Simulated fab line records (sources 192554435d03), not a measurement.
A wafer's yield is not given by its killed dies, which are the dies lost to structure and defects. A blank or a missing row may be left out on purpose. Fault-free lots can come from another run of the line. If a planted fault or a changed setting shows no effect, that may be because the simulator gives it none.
A lot that was struck, set against a sound lot :: flow n5Finfet :: 21 out of 1938 route steps
Sound: these wafers, L205.3, L205.4, L205.5. Wafers struck: L198.1, L198.2, L198.6. The cause comes at the end.
Each step with rows lists, per side, the tool, then ch with its chambers, then its first start. Under that, the readings that differ: sound wafers :: struck wafers :: difference of the means :: sigmas: that difference in standard deviations of wafers without a fault.
alike: a reading whose means differ by less than 2 such deviations, as well as words and numbers matching on both sides. not compared: withheld readings; readings where some wafer has no value; bounds like >300 that might hide an equal value; numbers whose values overlap and for which the record gives no deviation.
The two part at a step that has a row with sigmas, a row that says differs or no value, or rows on one side only. When numbers do not overlap yet have no deviation, they are printed without sigmas and do not part them. Lack of a reading on every wafer of one side parts them only where that side has two or more wafers.

first, 9 steps without rows for these wafers: N5_BEOL_M3_PRE_CLEAN_60 (time 15 s); N5_BEOL_M3_CO_CAP_55 (material Co, precursor CCTBA/H2, target thk 2 nm, time 102.1 s); N5_BEOL_M3_PRE_CLEAN_56 (time 15 s); N5_BEOL_M3_DEP_57 (deposits SiCN from 3MS/NH3, target thk 8 nm, time 14 s); N5_BEOL_M4_ILD_DEP_00 (deposits SiOC from DEMS/O2, target thk 79 nm, time 15.3 s); N5_BEOL_M4_PECVD_72 (deposits SiO2 from TEOS/O2, target thk 16 nm, time 18 s); N5_BEOL_M4_HM_DEP_02 (deposits TiN, target thk 20 nm); N5_BEOL_M4_COAT_61 (time 60 s, resist thk 60 nm); N5_BEOL_M4_COAT_62 (time 60 s, resist thk 12 nm).
N5_BEOL_M4_COAT_73: time 60 s, resist thk 5 nm.
  sound on lithoTrack-01 ch 0, day 11 14:52; struck on lithoTrack-02 ch 0, day 9 08:33
reading: spinSpeedRpm (rpm)
sound: 1499.7 1500.4 1500.5
struck: 1357.1 1358.1 1355.7
difference: -143.2
sigmas: -99 or more
  alike: chillPlateTempC
then, 7 steps without rows for these wafers: N5_BEOL_M4_COAT_05 (resist thk 30 nm); N5_BEOL_M4_EBR_07; N5_BEOL_M4_SOFTBAKE_06 (time 60 s); N5_BEOL_M4_EXPOSE_08 (exposes mask M4); N5_BEOL_M4_PEB_09 (peb time 60 s); N5_BEOL_M4_DEVELOP_10 (develop time 30 s); N5_BEOL_M4_DESCUM_16 (chemistry O2, time 7 s).
N5_BEOL_M4_ETCH_74: etches underlayer in N2/H2, target depth 6.5 nm, time 5.2 s.
  sound on rieDiel-01 ch 1,3, day 11 15:29; struck on rieDiel-05 ch 1,2,3, day 9 09:07
reading: model.CAR-EUV_of_BEOL_M4_COAT_05.thkNm (nm)
sound: 20.4 20.4 20.6
struck: 20 20 19.8
difference: -1
sigmas: 

reading: model.etch.depthNm (nm)
sound: 5.005 5.001 4.994
struck: 5.242 5.239 5.236
difference: +0.239
sigmas: 
  alike: drypumpMotorCurrentA, etchRfOnTimeS, oesProductAu, rfVppV, showerheadPlenumPTorr, throttleValvePct
  not compared: rfHoursCounterH
N5_BEOL_M4_ETCH_63: etches SiARC in CF4, target depth 15.6 nm, time 26 s.
  sound on rieDiel-01 ch 1,3, day 11 15:31; struck on rieDiel-05 ch 1,2,3, day 9 09:08
reading: model.CAR-EUV_of_BEOL_M4_COAT_05.thkNm (nm)
sound: 11.2 11.2 11.4
struck: 10.8 10.8 10.6
difference: -0.5
sigmas: 
  alike: drypumpMotorCurrentA, etchRfOnTimeS, oesProductAu, rfVppV, showerheadPlenumPTorr, throttleValvePct
  not compared: rfHoursCounterH
then, 1 step without rows for these wafers: N5_BEOL_M4_ETCH_64 (etches SOC in N2/H2, target depth 75 nm, overetch 22.5 nm, time 121.9 s).
N5_BEOL_M4_RC_MEAS_101:
  sound on prober-01 ch 0, day 12 02:09; struck on prober-02 ch 0, day 10 05:01
  alike: DIBL_N, DIBL_P, IOFF_N, IOFF_P, ION_N, ION_P, SS_N, SS_P, VT_N, VT_P

## WHERE THEY PART
Only at N5_BEOL_M4_COAT_73, as far as this record shows. Later steps at which nothing parts them and some readings are alike: N5_BEOL_M4_ETCH_74, N5_BEOL_M4_ETCH_63, N5_BEOL_M4_RC_MEAS_101.

WHY: what the simulator had put in
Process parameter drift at N5_BEOL_M4_COAT_73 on lithoTrack-02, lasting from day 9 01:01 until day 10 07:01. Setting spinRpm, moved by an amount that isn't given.
